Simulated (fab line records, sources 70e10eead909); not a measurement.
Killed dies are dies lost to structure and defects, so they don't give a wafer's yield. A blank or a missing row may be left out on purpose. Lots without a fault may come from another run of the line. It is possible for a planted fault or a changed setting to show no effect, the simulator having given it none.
The tool behind it: which one? || flow nand-harc || 15 lots, 45 wafers sampled, at 1 step of a route of 1302

WHAT THE GAUGES READ, wafer by wafer
NHARC_A_M0_OVL_MEAS_10: pitch 160 nm. Usual: overlay-x-nm -0.1 nm, standard deviation 0.74; overlay-y-nm -0.3 nm, standard deviation 0.82.
{"lot": "L983", "measured": "day 22 20:57", "on": "overlay-01", "overlay-x-nm (nm)": "1.1 0.4 0.8", "overlay-y-nm (nm)": "-0.3 0.2 0.2", "flag": ""}
{"lot": "L984", "measured": "day 23 12:39", "on": "overlay-02", "overlay-x-nm (nm)": "0.2 0.1 0.3", "overlay-y-nm (nm)": "-0.1 0.3 -0.1", "flag": ""}
{"lot": "L986", "measured": "day 24 00:01", "on": "overlay-01", "overlay-x-nm (nm)": "-1.3 -1.7 -1.1", "overlay-y-nm (nm)": "0.3 -0.4 0.4", "flag": ""}
{"lot": "L988", "measured": "day 24 05:19", "on": "overlay-01", "overlay-x-nm (nm)": "-1.1 -1.1 -1.0", "overlay-y-nm (nm)": "-0.9 -1.5 -0.8", "flag": ""}
{"lot": "L991", "measured": "day 25 22:14", "on": "overlay-02", "overlay-x-nm (nm)": "-0.1 -0.5 0.1", "overlay-y-nm (nm)": "-1.8 -1.3 -1.2", "flag": ""}
{"lot": "L990", "measured": "day 26 14:28", "on": "overlay-01", "overlay-x-nm (nm)": "0.5 -0.2 -0.1", "overlay-y-nm (nm)": "0.1 0.6 0.6", "flag": ""}
{"lot": "L993", "measured": "day 27 08:28", "on": "overlay-02", "overlay-x-nm (nm)": "-0.1 -0.5 -0.1", "overlay-y-nm (nm)": "0.5 0.6 0.8", "flag": ""}
{"lot": "L994", "measured": "day 27 12:41", "on": "overlay-02", "overlay-x-nm (nm)": "-1.5 -0.9 -1.0", "overlay-y-nm (nm)": "0.4 0.6 0.0", "flag": ""}
{"lot": "L995", "measured": "day 28 01:28", "on": "overlay-01", "overlay-x-nm (nm)": "-0.1 0.4 0.5", "overlay-y-nm (nm)": "1.0 0.4 1.0", "flag": ""}
{"lot": "L996", "measured": "day 28 07:23", "on": "overlay-01", "overlay-x-nm (nm)": "1.0 1.0 0.8", "overlay-y-nm (nm)": "-1.3 -1.4 -1.0", "flag": ""}
{"lot": "L997", "measured": "day 28 16:42", "on": "overlay-01", "overlay-x-nm (nm)": "-0.2 -0.1 0.2", "overlay-y-nm (nm)": "-0.4 -0.2 0.1", "flag": ""}
{"lot": "L999", "measured": "day 29 14:20", "on": "overlay-01", "overlay-x-nm (nm)": "0.8 1.0 1.1", "overlay-y-nm (nm)": "-1.1 -0.3 -0.5", "flag": ""}
{"lot": "L101", "measured": "day 30 13:03", "on": "overlay-01", "overlay-x-nm (nm)": "0.5 1.5 0.2", "overlay-y-nm (nm)": "-0.9 -1.3 -1.6", "flag": ""}
{"lot": "L105", "measured": "day 32 03:53", "on": "overlay-01", "overlay-x-nm (nm)": "-1.0 -0.1 0.0", "overlay-y-nm (nm)": "0.1 -0.5 -0.3", "flag": ""}
{"lot": "L106", "measured": "day 33 03:34", "on": "overlay-02", "overlay-x-nm (nm)": "0.0 -0.3 -0.4", "overlay-y-nm (nm)": "-0.6 -1.0 -0.8", "flag": ""}

WHAT TOOL EACH LOT RAN ON (gives the tool, then ch and the chambers of the sampled wafers, and finally the start)
There is no process step in the record ahead of these readings.

AS READ BY THE TOOLS THEMSELVES (means over the sampled wafers that have a number; for cases with no such wafer, the mark the record gives instead)
The record holds no such reading with a usual standard deviation.

THE ANSWER, worked out from the rows above alone
Rule: a lot counts as off when the mean over its wafers that have a number is more than 3 standard deviations away from the usual mean. A lot without any number at a reading at which 4 lots or more have one is off too. All remaining lots with rows at the step are treated as sound. Order of review: gauges by route order, followed by the tools' own readings, for which a lot's mean as printed above is used. At the first step where some lot is off, the reading lying furthest off is the one used; lots without a number count as furthest.
No lot is off on any of the readings shown, so nothing can be concluded from this.

WHAT WAS PUT IN BY THE SIMULATOR
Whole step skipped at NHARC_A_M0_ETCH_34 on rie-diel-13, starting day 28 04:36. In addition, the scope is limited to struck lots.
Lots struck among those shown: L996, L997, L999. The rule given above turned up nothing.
